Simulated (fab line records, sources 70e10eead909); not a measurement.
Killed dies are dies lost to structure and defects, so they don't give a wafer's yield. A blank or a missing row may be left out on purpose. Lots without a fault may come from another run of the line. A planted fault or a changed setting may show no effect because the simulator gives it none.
One fault seen from 2 desks | flow nand_harc | each desk has only its own numbers; what lay behind them comes last

THE TOOL OWNER'S DESK: litho_track-04
The tool's own readings at NHARC_A_BLC_SOFTBAKE_05 (time 55 s): means of the sampled wafers that have a number, for each lot that ran on this tool. A lot is out of limits, marked OUT, if its mean lies more than 4 standard deviations from the usual mean; the brackets give that distance.
Columns: A = heater_power_total_W at NHARC_A_BLC_SOFTBAKE_05, usual 188.45 W
lot  | first seen here | A
L977 | day 22 23:00    | 188.32
L980 | day 24 11:00    | 188.52
L983 | day 25 21:00    | 205.62 (+99 or more) OUT
L985 | day 27 03:00    | 211.18 (+99 or more) OUT
L995 | day 30 18:00    | 188.46
This desk's finding: out of limits on L983, L985; first on L983, day 25 21:00 (heater_power_total_W at NHARC_A_BLC_SOFTBAKE_05). In limits: L977, L980, L995.

THE DEFECT DESK
What the inspections along the route counted, lot by lot: means of the sampled wafers that have a number. A lot is out of limits, marked OUT, if its mean lies more than 4 standard deviations from the usual mean; the brackets give that distance.
Columns: A = raw_defect_count at NHARC_A_BLC_INSPECT_12, usual 82
lot  | first seen here | A
L977 | day 23 00:20    | 107
L978 | day 23 20:00    | 69
L980 | day 24 12:04    | 22
L983 | day 25 21:41    | 120
L985 | day 27 04:16    | 67
L989 | day 28 13:14    | 100
L991 | day 29 06:04    | 111
L992 | day 29 23:48    | 62
L994 | day 30 17:40    | 38
L995 | day 30 19:26    | 137
L997 | day 31 06:54    | 91
L996 | day 31 07:08    | 66
L998 | day 33 10:02    | 67
This desk's finding: nothing out of limits on any of the 13 lots.

PUT TOGETHER
The tool owner's desk could have raised an alarm at day 25 21:00, on L983, L985.
The defect desk saw nothing out of limits.
The defect desk has L983, L985 on record, within its limits.
Of the lots named, all ran NHARC_A_BLC_SOFTBAKE_05 on litho_track-04.

WHAT THE SIMULATOR HAD PUT IN
Process parameter drift: litho_track-04, from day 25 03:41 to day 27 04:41, at NHARC_A_BLC_SOFTBAKE_05. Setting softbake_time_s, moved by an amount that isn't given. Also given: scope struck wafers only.
Lots struck among those shown: L983, L985.
Hours from the fault's start to each desk's first reading out of limits: the tool owner's desk, 17.
